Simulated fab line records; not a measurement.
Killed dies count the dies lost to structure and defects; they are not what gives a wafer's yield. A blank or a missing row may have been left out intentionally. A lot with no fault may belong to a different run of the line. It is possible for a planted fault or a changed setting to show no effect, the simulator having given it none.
Which tool did it? + flow nandHarc + 39 wafers from 13 lots sampled at 5 of the route's 1302 steps

WHAT THE GAUGES SHOWED, per wafer
NHARC_P_ZERO_WELL_CD_MEAS_11 targets a cd of 500 nm. Usual: cdNm reads 501.5 nm (standard deviation 2.4).
| lot  | measured     | on       | cdNm (nm)         | flag |
|------|--------------|----------|-------------------|------|
| L973 | day 1 21:15  | cdSem-01 | 504.1 505.6 503.2 |      |
| L975 | day 2 17:15  | cdSem-02 | 503.4 503.8 500.9 |      |
| L978 | day 3 23:08  | cdSem-02 | 501.6 499.1 497.5 |      |
| L979 | day 4 09:15  | cdSem-02 | 502.7 502.8 503.0 |      |
| L984 | day 6 11:07  | cdSem-03 | 498.0 505.4 501.6 |      |
| L985 | day 6 21:07  | cdSem-03 | 499.5 505.8 503.6 |      |
| L989 | day 8 13:16  | cdSem-02 | 503.1 505.3 497.8 |      |
| L991 | day 9 09:14  | cdSem-01 | 500.0 501.4 503.7 |      |
| L992 | day 9 19:07  | cdSem-02 | 503.5 504.0 498.0 |      |
| L993 | day 10 05:07 | cdSem-03 | 499.5 499.1 495.3 |      |
| L994 | day 10 15:08 | cdSem-01 | 502.7 502.4 502.6 |      |
| L995 | day 11 01:11 | cdSem-01 | 503.4 503.2 498.6 |      |
| L996 | day 11 11:14 | cdSem-03 | 503.3 502.1 500.6 |      |

NHARC_P_GATE_OVL_MEAS_27. Usual: overlayXNm 0.1 nm, standard deviation 0.98; overlayYNm 0.1 nm, standard deviation 0.84.
| lot  | measured     | on         | overlayXNm (nm) | overlayYNm (nm) | flag |
|------|--------------|------------|-----------------|-----------------|------|
| L973 | day 5 07:34  | overlay-02 | 0.8 0.2 0.1     | 0.7 1.2 0.8     |      |
| L975 | day 5 18:38  | overlay-02 | 0.4 -0.3 0.1    | 0.6 0.7 0.4     |      |
| L978 | day 6 22:25  | overlay-02 | -1.0 -1.3 -1.4  | -0.5 -0.6 -0.3  |      |
| L979 | day 7 15:22  | overlay-01 | -1.1 -0.9 -0.9  | 0.5 0.3 0.1     |      |
| L984 | day 9 18:08  | overlay-01 | -1.1 -1.1 -1.2  | 0.1 -0.1 0.7    |      |
| L985 | day 9 23:07  | overlay-01 | 1.2 1.3 1.5     | 1.3 1.4 1.4     |      |
| L989 | day 11 20:13 | overlay-02 | -0.4 -0.4 0.6   | -1.4 -1.8 -1.5  |      |
| L991 | day 12 20:37 | overlay-01 | -0.7 -0.3 -0.4  | -1.2 -0.7 -1.1  |      |
| L992 | day 13 03:50 | overlay-01 | -0.3 -0.3 -0.3  | -0.3 0.4 0.2    |      |
| L993 | day 13 08:15 | overlay-02 | 0.0 0.7 0.1     | 0.7 0.4 -0.2    |      |
| L994 | day 13 20:53 | overlay-01 | 0.6 0.3 0.7     | -0.7 -0.5 -0.4  |      |
| L995 | day 13 20:44 | overlay-02 | -0.3 -0.3 0.0   | 0.5 0.1 0.1     |      |
| L996 | day 14 13:59 | overlay-01 | 0.2 0.2 0.6     | 0.8 0.8 0.8     |      |

NHARC_END_SORT_01. Usual: killedAtArray 54, standard deviation 12; killedAtOther 0.7, standard deviation 1.1; killedAtPeriphery 3.9, standard deviation 2.8; killedDies 59, standard deviation 13; killedOpen 3.4, standard deviation 2; killedShort 2.5, standard deviation 1.7.
| lot  | measured     | on        | killedAtArray | killedAtOther | killedAtPeriphery | killedDies | killedOpen | killedShort | flag |
|------|--------------|-----------|---------------|---------------|-------------------|------------|------------|-------------|------|
| L984 | day 28 19:32 | prober-01 | 42 56 55      | 0 0 0         | 5 6 3             | 47 62 58   | 4 5 8      | 1 3 5       |      |

WHAT TOOL EACH LOT RAN ON (gives the tool, then ch and the chambers of the sampled wafers, and finally the start)
| lot  | NHARC_P_ZERO_WELL_ETCH_65         | NHARC_P_ZERO_WELL_PEB_35         |
|------|-----------------------------------|----------------------------------|
| L973 | rieDiel-11 ch 0,1,3, day 1 21:30  | lithoTrack-02 ch 0, day 2 00:34  |
| L975 | rieDiel-06 ch 0,3, day 2 17:29    | lithoTrack-02 ch 0, day 2 20:04  |
| L978 | rieDiel-06 ch 0,2, day 3 23:23    | lithoTrack-07 ch 0, day 4 02:10  |
| L979 | rieDiel-01 ch 0,1,3, day 4 09:29  | lithoTrack-03 ch 0, day 4 12:07  |
| L984 | rieDiel-01 ch 0,3, day 6 11:31    | lithoTrack-02 ch 0, day 6 14:10  |
| L985 | rieDiel-01 ch 0,1,3, day 6 21:34  | lithoTrack-02 ch 0, day 7 00:13  |
| L989 | rieDiel-01 ch 0,1,2, day 8 13:31  | lithoTrack-07 ch 0, day 8 15:55  |
| L991 | rieDiel-06 ch 0,1, day 9 09:30    | lithoTrack-07 ch 0, day 9 12:09  |
| L992 | rieDiel-11 ch 1,2,3, day 10 00:51 | lithoTrack-07 ch 0, day 10 03:29 |
| L993 | rieDiel-01 ch 0,2,3, day 10 05:22 | lithoTrack-02 ch 0, day 10 08:00 |
| L994 | rieDiel-11 ch 1,2,3, day 10 15:22 | lithoTrack-03 ch 0, day 10 18:00 |
| L995 | rieDiel-01 ch 1,2,3, day 11 01:26 | lithoTrack-07 ch 0, day 11 04:07 |
| L996 | rieDiel-01 ch 0,1,2, day 11 11:29 | lithoTrack-02 ch 0, day 11 14:07 |
- NHARC_P_ZERO_WELL_ETCH_65: etches the open film in N2/H2, target depth 80 nm, overetch 24 nm, time 87.88 s.
- NHARC_P_ZERO_WELL_PEB_35: peb time 85 s.

AS READ BY THE TOOLS THEMSELVES (means over the sampled wafers that have a number; for cases with no such wafer, the mark the record gives instead)
NHARC_P_ZERO_WELL_ETCH_65. Usual: drypumpMotorCurrentA 5.6 A, standard deviation 0.52; n2FlowSccm 150.0 sccm, standard deviation 0.42; oesProductAu 0.998 a.u., standard deviation 0.013; rfVppV 429.7 V, standard deviation 2.8; showerheadPlenumPTorr 2.02 Torr, standard deviation 0.096; throttleValvePct 14.172 %, standard deviation 0.0089.
| lot  | tool       | drypumpMotorCurrentA (A) | n2FlowSccm (sccm) | oesProductAu (a.u.) | rfVppV (V) | showerheadPlenumPTorr (Torr) | throttleValvePct (%) | flag |
|------|------------|--------------------------|-------------------|---------------------|------------|------------------------------|----------------------|------|
| L973 | rieDiel-11 | 5.0                      | 149.9             | 1.003               | 429.3      | 2.00                         | 14.173               |      |
| L975 | rieDiel-06 | 5.7                      | 149.8             | 0.990               | 428.2      | 1.94                         | 14.170               |      |
| L978 | rieDiel-06 | 5.6                      | 150.2             | 1.014               | 429.4      | 2.01                         | 14.178               |      |
| L979 | rieDiel-01 | 5.6                      | 150.0             | 0.986               | 431.2      | 2.04                         | 14.171               |      |
| L984 | rieDiel-01 | 5.8                      | 149.9             | 0.996               | 432.7      | 2.12                         | 14.164               |      |
| L985 | rieDiel-01 | 5.6                      | 149.6             | 0.986               | 430.3      | 2.03                         | 14.169               |      |
| L989 | rieDiel-01 | 5.9                      | 149.7             | 0.990               | 431.1      | 2.08                         | 14.166               |      |
| L991 | rieDiel-06 | 5.8                      | 149.9             | 0.993               | 426.5      | 1.92                         | 14.170               |      |
| L992 | rieDiel-11 | 5.5                      | 149.4             | 0.994               | 428.9      | 1.99                         | 14.174               |      |
| L993 | rieDiel-01 | 6.1                      | 150.0             | 0.994               | 433.1      | 2.13                         | 14.170               |      |
| L994 | rieDiel-11 | 5.5                      | 149.8             | 0.997               | 428.5      | 1.99                         | 14.173               |      |
| L995 | rieDiel-01 | 5.9                      | 149.8             | 0.994               | 431.3      | 2.04                         | 14.183               |      |
| L996 | rieDiel-01 | 6.0                      | 149.7             | 0.989               | 430.8      | 2.07                         | 14.177               |      |

NHARC_P_ZERO_WELL_PEB_35. Usual: heaterPowerTotalW 163.98 W, standard deviation 0.27; plateTempC 118.01 C, standard deviation 0.15.
| lot  | tool          | heaterPowerTotalW (W) | plateTempC (C) | flag |
|------|---------------|-----------------------|----------------|------|
| L973 | lithoTrack-02 | 164.17                | 118.03         |      |
| L975 | lithoTrack-02 | 163.91                | 117.90         |      |
| L978 | lithoTrack-07 | 163.75                | 118.19         |      |
| L979 | lithoTrack-03 | 163.85                | 118.11         |      |
| L984 | lithoTrack-02 | 161.31                | 116.52         | OFF  |
| L985 | lithoTrack-02 | 161.36                | 116.73         | OFF  |
| L989 | lithoTrack-07 | 163.99                | 118.10         |      |
| L991 | lithoTrack-07 | 163.87                | 117.99         |      |
| L992 | lithoTrack-07 | 163.87                | 118.19         |      |
| L993 | lithoTrack-02 | 163.70                | 118.01         |      |
| L994 | lithoTrack-03 | 164.11                | 117.95         |      |
| L995 | lithoTrack-07 | 163.99                | 117.95         |      |
| L996 | lithoTrack-02 | 163.72                | 118.01         |      |

THE ANSWER, worked out from the rows above alone
Rule: a lot is off if the mean of its wafers that have a number lies more than 3 standard deviations from the usual mean. A lot without any number at a reading at which 4 lots or more have one is off too. Where the step has rows for the other lots, those lots are counted as sound. First the gauges in route order, then the tools' own readings, where a lot's mean is used as printed above. The first step at which some lot is off is used, and at that step the reading that is off furthest; a lot without a number counts as furthest.
Off at NHARC_P_ZERO_WELL_PEB_35 (plateTempC): L984, L985.
A tool fits if, at that step or a process step before it, it ran every lot that is off, and no sound lot after the first of them. Of those tried, none fits.

WHAT THE SIMULATOR HAD PUT IN
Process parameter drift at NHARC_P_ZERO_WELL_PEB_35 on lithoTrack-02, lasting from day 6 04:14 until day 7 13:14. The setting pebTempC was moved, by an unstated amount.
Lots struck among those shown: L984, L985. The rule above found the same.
